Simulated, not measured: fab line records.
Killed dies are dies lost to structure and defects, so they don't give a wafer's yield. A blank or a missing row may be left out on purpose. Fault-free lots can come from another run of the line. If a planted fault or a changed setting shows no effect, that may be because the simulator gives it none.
Which tool is to blame?	flow nandHarc	Sampling: 24 lots, 72 wafers, 6 of 1302 route steps

== WHAT THE GAUGES READ, wafer by wafer ==
NHARC_P_M1_INSPECT_11. Usual: rawDefectCount reads 4.6 (standard deviation 2.3).
lot	measured	on	rawDefectCount	flag
L074	day 6 11:49	defectInspect-02	8 10 6	
L075	day 6 12:56	defectInspect-02	1 6 7	
L076	day 6 23:21	defectInspect-01	4 5 7	
L077	day 7 15:34	defectInspect-02	10 6 3	
L078	day 7 16:19	defectInspect-02	3 3 1	
L079	day 8 03:17	defectInspect-01	3 9 6	
L080	day 8 20:26	defectInspect-01	4 5 3	
L081	day 9 02:38	defectInspect-01	3 5 6	
L082	day 9 13:04	defectInspect-01	8 6 2	
L084	day 10 05:40	defectInspect-01	4 6 7	
L083	day 10 06:40	defectInspect-01	2 2 2	
L085	day 10 22:47	defectInspect-01	7 8 5	
L086	day 11 03:41	defectInspect-01	6 3 5	
L087	day 11 10:25	defectInspect-02	5 4 7	
L088	day 12 03:55	defectInspect-02	1 0 1	
L089	day 12 10:05	defectInspect-02	3 3 4	
L090	day 13 00:22	defectInspect-02	2 3 2	
L091	day 13 09:35	defectInspect-01	1 3 2	
L092	day 14 02:56	defectInspect-02	6 4 4	
L093	day 14 08:40	defectInspect-02	5 6 6	
L094	day 14 12:37	defectInspect-02	2 4 1	
L096	day 15 01:05	defectInspect-01	4 3 2	
L095	day 15 02:16	defectInspect-02	5 7 7	
L097	day 15 18:39	defectInspect-02	9 3 4	

== TOOL THAT RAN EACH LOT (tool first, then ch and the chambers of the sampled wafers, then the start) ==
lot	NHARC_P_GATE_ETCH_32	NHARC_P_CONTACT_CMP_01	NHARC_P_CONTACT_PVD_32	NHARC_P_CONTACT_ALD_22	NHARC_P_M0_PVD_20
L074	rieSi-04 ch 0,2,3, day 5 08:08	cmp-03 ch 1,2,3, day 6 02:42	pvdSputter-01, day 6 05:34 or earlier	aldMetal-03 ch 0,2,3, day 6 05:34	pvdSputter-01, day 6 11:49 or earlier
L075	rieSi-05 ch 1,2, day 5 08:49	cmp-02 ch 0,1,3, day 6 03:38	pvdSputter-01, day 6 06:31 or earlier	aldMetal-02 ch 1,2,3, day 6 06:31	pvdSputter-03, day 6 12:56 or earlier
L076	rieSi-02 ch 0,2,3, day 5 19:13	cmp-03 ch 1,3, day 6 13:49	pvdSputter-02, day 6 16:41 or earlier	aldMetal-03 ch 0,1,3, day 6 16:41	pvdSputter-01, day 6 23:21 or earlier
L077	rieSi-04 ch 0,1,3, day 6 11:13	cmp-01 ch 0,1,3, day 7 06:13	pvdSputter-02, day 7 09:02 or earlier	aldMetal-02 ch 0,1,3, day 7 09:02	pvdSputter-03, day 7 15:34 or earlier
L078	rieSi-04 ch 0,3, day 6 12:17	cmp-02 ch 1,2,3, day 7 07:05	pvdSputter-03, day 7 09:54 or earlier	aldMetal-01 ch 1,3, day 7 09:54	pvdSputter-02, day 7 16:19 or earlier
L079	rieSi-04 ch 1,2,3, day 6 23:04	cmp-02 ch 0,2, day 7 17:59	pvdSputter-01, day 7 20:49 or earlier	aldMetal-02 ch 0,1,3, day 7 20:49	pvdSputter-03, day 8 03:17 or earlier
L080	rieSi-04 ch 1,2,3, day 7 15:55	cmp-03 ch 0,1, day 8 10:52	pvdSputter-01, day 8 13:36 or earlier	aldMetal-01 ch 0,2, day 8 13:36	pvdSputter-03, day 8 20:26 or earlier
L081	rieSi-05 ch 2,3, day 7 22:31	cmp-02 ch 0,1, day 8 17:10	pvdSputter-01, day 8 19:55 or earlier	aldMetal-02 ch 0,1,3, day 8 19:55	pvdSputter-01, day 9 02:38 or earlier
L082	rieSi-04 ch 2,3, day 8 08:56	cmp-03 ch 0,1,2, day 9 03:41	pvdSputter-01, day 9 06:33 or earlier	aldMetal-03 ch 0,1,2, day 9 06:33	pvdSputter-01, day 9 13:04 or earlier
L084	rieSi-04 ch 1,2,3, day 9 02:10	cmp-02 ch 1,2,3, day 9 20:34	pvdSputter-03, day 9 23:26 or earlier	aldMetal-01 ch 0,2,3, day 9 23:26	pvdSputter-02, day 10 05:40 or earlier
L083	rieSi-05 ch 0,1,3, day 9 02:58	cmp-02 ch 0,1,2, day 9 21:35	pvdSputter-01, day 10 00:28 or earlier	aldMetal-02 ch 1,2,3, day 10 00:28	pvdSputter-01, day 10 06:40 or earlier
L085	rieSi-02 ch 0,1,3, day 9 18:44	cmp-01 ch 0,1,3, day 10 13:28	pvdSputter-02, day 10 16:11 or earlier	aldMetal-02 ch 0,1,2, day 10 16:11	pvdSputter-02, day 10 22:47 or earlier
L086	rieSi-02 ch 1,3, day 9 23:45	cmp-03 ch 1,2,3, day 10 18:37	pvdSputter-01, day 10 21:28 or earlier	aldMetal-01 ch 0,2,3, day 10 21:28	pvdSputter-01, day 11 03:41 or earlier
L087	rieSi-02 ch 0,1,3, day 10 06:25	cmp-03 ch 0,2,3, day 11 01:17	pvdSputter-02, day 11 04:12 or earlier	aldMetal-02 ch 1,2, day 11 04:12	pvdSputter-01, day 11 10:25 or earlier
L088	rieSi-04 ch 0,2,3, day 11 00:19	cmp-03 ch 0,1, day 11 18:53	pvdSputter-01, day 11 21:37 or earlier	aldMetal-01 ch 0,2,3, day 11 21:37	pvdSputter-03, day 12 03:55 or earlier
L089	rieSi-04 ch 1,2, day 11 06:09	cmp-01 ch 2,3, day 12 00:59	pvdSputter-01, day 12 03:50 or earlier	aldMetal-02 ch 0,1, day 12 03:50	pvdSputter-03, day 12 10:05 or earlier
L090	rieSi-02 ch 2,3, day 11 20:47	cmp-03 ch 1,3, day 12 15:17	pvdSputter-02, day 12 18:00 or earlier	aldMetal-01 ch 1,3, day 12 18:00	pvdSputter-01, day 13 00:22 or earlier
L091	rieSi-04 ch 0,2,3, day 12 05:13	cmp-01 ch 1,2,3, day 13 00:10	pvdSputter-01, day 13 03:03 or earlier	aldMetal-02 ch 0,1,2, day 13 03:03	pvdSputter-01, day 13 09:35 or earlier
L092	rieSi-05 ch 1,3, day 12 21:14	cmp-03 ch 0,2,3, day 13 17:50	pvdSputter-01, day 13 20:42 or earlier	aldMetal-02 ch 0,1,2, day 13 20:42	pvdSputter-03, day 14 02:56 or earlier
L093	rieSi-04 ch 2,3, day 13 04:24	cmp-02 ch 1,3, day 13 22:56	pvdSputter-01, day 14 01:55 or earlier	aldMetal-01 ch 0,1,3, day 14 01:55	pvdSputter-03, day 14 08:40 or earlier
L094	rieSi-04 ch 0,1,2, day 13 08:49	cmp-03 ch 0,1,3, day 14 03:20	pvdSputter-01, day 14 06:17 or earlier	aldMetal-02 ch 0,1,3, day 14 06:17	pvdSputter-03, day 14 12:37 or earlier
L096	rieSi-04 ch 0,1,3, day 13 21:20	cmp-03 ch 2,3, day 14 15:53	pvdSputter-03, day 14 18:49 or earlier	aldMetal-03 ch 0,2,3, day 14 18:49	pvdSputter-03, day 15 01:05 or earlier
L095	rieSi-02 ch 1,2, day 13 21:26	cmp-01 ch 0,1, day 14 16:05	pvdSputter-01, day 14 18:56 or earlier	aldMetal-01 ch 1,2, day 14 18:56	pvdSputter-03, day 15 02:16 or earlier
L097	rieSi-04 ch 0,1,2, day 14 14:32	cmp-03 ch 0,1,3, day 15 09:15	pvdSputter-01, day 15 12:27 or earlier	aldMetal-02 ch 0,1,3, day 15 12:27	pvdSputter-02, day 15 18:39 or earlier
- NHARC_P_GATE_ETCH_32: etches the open film in HBr/Cl2, target depth 150 nm, time 100.1 s.
- NHARC_P_CONTACT_CMP_01: polishes SiO2, target thk 200 nm.
- NHARC_P_CONTACT_PVD_32: deposits Ti, target thk 5 nm, time 17.7 s.
- NHARC_P_CONTACT_ALD_22: deposits TiN, target thk 3 nm, pulse time 1 s, ald cycles 150.
- NHARC_P_M0_PVD_20: deposits TaN, target thk 5 nm, time 8.06 s.

== AS READ BY THE TOOLS THEMSELVES (means over the sampled wafers that have a number; for cases with no such wafer, the mark the record gives instead) ==
NHARC_P_GATE_ETCH_32. Usual: biasW 100.0 W, standard deviation 0.31; drypumpMotorCurrentA 5.8 A, standard deviation 0.31; oesProductAu 0.992 a.u., standard deviation 0.013; throttleValvePct 26.406 %, standard deviation 0.0099.
lot	tool	biasW (W)	drypumpMotorCurrentA (A)	oesProductAu (a.u.)	throttleValvePct (%)	flag
L074	rieSi-04	99.9	5.6	0.987	26.415	
L075	rieSi-05	99.9	5.8	0.998	26.405	
L076	rieSi-02	100.1	6.1	1.014	26.406	
L077	rieSi-04	100.0	5.7	0.992	26.399	
L078	rieSi-04	100.4	5.5	0.990	26.399	
L079	rieSi-04	99.8	5.6	0.994	26.410	
L080	rieSi-04	100.0	5.6	0.995	26.406	
L081	rieSi-05	100.1	5.6	1.005	26.410	
L082	rieSi-04	99.9	5.5	0.977	26.406	
L084	rieSi-04	100.3	5.6	0.986	26.411	
L083	rieSi-05	99.9	5.5	0.987	26.393	
L085	rieSi-02	100.0	5.9	1.001	26.405	
L086	rieSi-02	100.3	6.2	0.997	26.411	
L087	rieSi-02	100.1	5.9	0.987	26.395	
L088	rieSi-04	100.0	5.6	0.977	26.412	
L089	rieSi-04	99.8	5.8	1.000	26.401	
L090	rieSi-02	99.7	6.2	1.003	26.412	
L091	rieSi-04	99.9	5.6	0.987	26.401	
L092	rieSi-05	99.9	5.6	0.999	26.422	
L093	rieSi-04	99.8	5.5	0.983	26.408	
L094	rieSi-04	100.0	5.8	0.979	26.405	
L096	rieSi-04	99.8	5.7	0.997	26.408	
L095	rieSi-02	99.8	6.0	1.003	26.410	
L097	rieSi-04	100.0	5.8	0.991	26.400	

NHARC_P_CONTACT_CMP_01. Usual: motorCurrentA reads 12.8 A (standard deviation 1.2).
lot	tool	motorCurrentA (A)	flag
L074	cmp-03	13.0	
L075	cmp-02	12.5	
L076	cmp-03	11.9	
L077	cmp-01	12.5	
L078	cmp-02	12.8	
L079	cmp-02	13.4	
L080	cmp-03	12.9	
L081	cmp-02	12.3	
L082	cmp-03	13.5	
L084	cmp-02	12.8	
L083	cmp-02	12.7	
L085	cmp-01	12.5	
L086	cmp-03	13.0	
L087	cmp-03	13.1	
L088	cmp-03	12.9	
L089	cmp-01	12.3	
L090	cmp-03	12.6	
L091	cmp-01	12.9	
L092	cmp-03	13.2	
L093	cmp-02	12.1	
L094	cmp-03	12.2	
L096	cmp-03	12.7	
L095	cmp-01	12.6	
L097	cmp-03	12.3	

NHARC_P_CONTACT_PVD_32. Usual: throttleValvePct reads 29.8 % (standard deviation 1.3).
lot	tool	throttleValvePct (%)	flag
L074	pvdSputter-01	28.8	
L075	pvdSputter-01	29.9	
L076	pvdSputter-02	30.3	
L077	pvdSputter-02	30.5	
L078	pvdSputter-03	30.0	
L079	pvdSputter-01	29.1	
L080	pvdSputter-01	30.1	
L081	pvdSputter-01	30.3	
L082	pvdSputter-01	29.3	
L084	pvdSputter-03	30.2	
L083	pvdSputter-01	28.9	
L085	pvdSputter-02	30.5	
L086	pvdSputter-01	29.7	
L087	pvdSputter-02	29.9	
L088	pvdSputter-01	29.8	
L089	pvdSputter-01	28.4	
L090	pvdSputter-02	30.4	
L091	pvdSputter-01	30.2	
L092	pvdSputter-01	29.1	
L093	pvdSputter-01	30.3	
L094	pvdSputter-01	29.6	
L096	pvdSputter-03	29.9	
L095	pvdSputter-01	30.2	
L097	pvdSputter-01	29.7	

NHARC_P_CONTACT_ALD_22. Usual: heaterPowerOuterW 655 W, standard deviation 79; heaterPowerW 1028 W, standard deviation 130; precursorPulseHeightRel 0.997, standard deviation 0.019.
lot	tool	heaterPowerOuterW (W)	heaterPowerW (W)	precursorPulseHeightRel	flag
L074	aldMetal-03	673	1024	1.018	
L075	aldMetal-02	648	1042	0.999	
L076	aldMetal-03	638	986	1.010	
L077	aldMetal-02	693	1110	1.004	
L078	aldMetal-01	557	885	1.019	
L079	aldMetal-02	705	1123	1.005	
L080	aldMetal-01	637	1012	0.975	
L081	aldMetal-02	691	1105	0.995	
L082	aldMetal-03	738	1129	0.982	
L084	aldMetal-01	647	1024	0.996	
L083	aldMetal-02	643	1048	1.007	
L085	aldMetal-02	641	994	0.998	
L086	aldMetal-01	665	1026	1.006	
L087	aldMetal-02	593	926	0.988	
L088	aldMetal-01	661	1033	1.001	
L089	aldMetal-02	687	1093	0.999	
L090	aldMetal-01	554	887	1.014	
L091	aldMetal-02	638	999	0.985	
L092	aldMetal-02	636	1000	0.979	
L093	aldMetal-01	620	965	0.982	
L094	aldMetal-02	685	1094	1.007	
L096	aldMetal-03	683	1043	0.976	
L095	aldMetal-01	545	847	0.999	
L097	aldMetal-02	681	1067	0.997	

NHARC_P_M0_PVD_20. Usual: biasV 168.6 V, standard deviation 1.9; throttleValvePct 29.9 %, standard deviation 1.2.
lot	tool	biasV (V)	throttleValvePct (%)	flag
L074	pvdSputter-01	168.5	29.8	
L075	pvdSputter-03	170.5	29.6	
L076	pvdSputter-01	167.6	30.1	
L077	pvdSputter-03	169.6	29.6	
L078	pvdSputter-02	169.6	29.9	
L079	pvdSputter-03	169.3	29.8	
L080	pvdSputter-03	170.8	29.9	
L081	pvdSputter-01	168.3	29.0	
L082	pvdSputter-01	168.5	29.7	
L084	pvdSputter-02	169.7	30.4	
L083	pvdSputter-01	166.2	29.8	
L085	pvdSputter-02	168.4	29.8	
L086	pvdSputter-01	169.5	31.1	
L087	pvdSputter-01	169.9	29.9	
L088	pvdSputter-03	166.6	28.9	
L089	pvdSputter-03	168.2	30.4	
L090	pvdSputter-01	166.1	31.2	
L091	pvdSputter-01	168.2	31.1	
L092	pvdSputter-03	169.7	29.8	
L093	pvdSputter-03	166.2	30.0	
L094	pvdSputter-03	169.0	29.7	
L096	pvdSputter-03	168.3	30.0	
L095	pvdSputter-03	166.8	28.8	
L097	pvdSputter-02	168.8	30.4	

== THE ANSWER, worked out from the rows above alone ==
Rule: a lot is off if the mean of its wafers that have a number lies more than 3 standard deviations from the usual mean. A lot without any number at a reading at which 4 lots or more have one is off too. Where the step has rows for the other lots, those lots are counted as sound. Order of review: gauges by route order, followed by the tools' own readings, for which a lot's mean as printed above is used. The first step at which some lot is off is used, and at that step the reading that is off furthest; a lot without a number counts as furthest.
No lot is off on any of the readings shown, so nothing can be concluded from this.

== WHAT HAD BEEN PUT IN BY THE SIMULATOR ==
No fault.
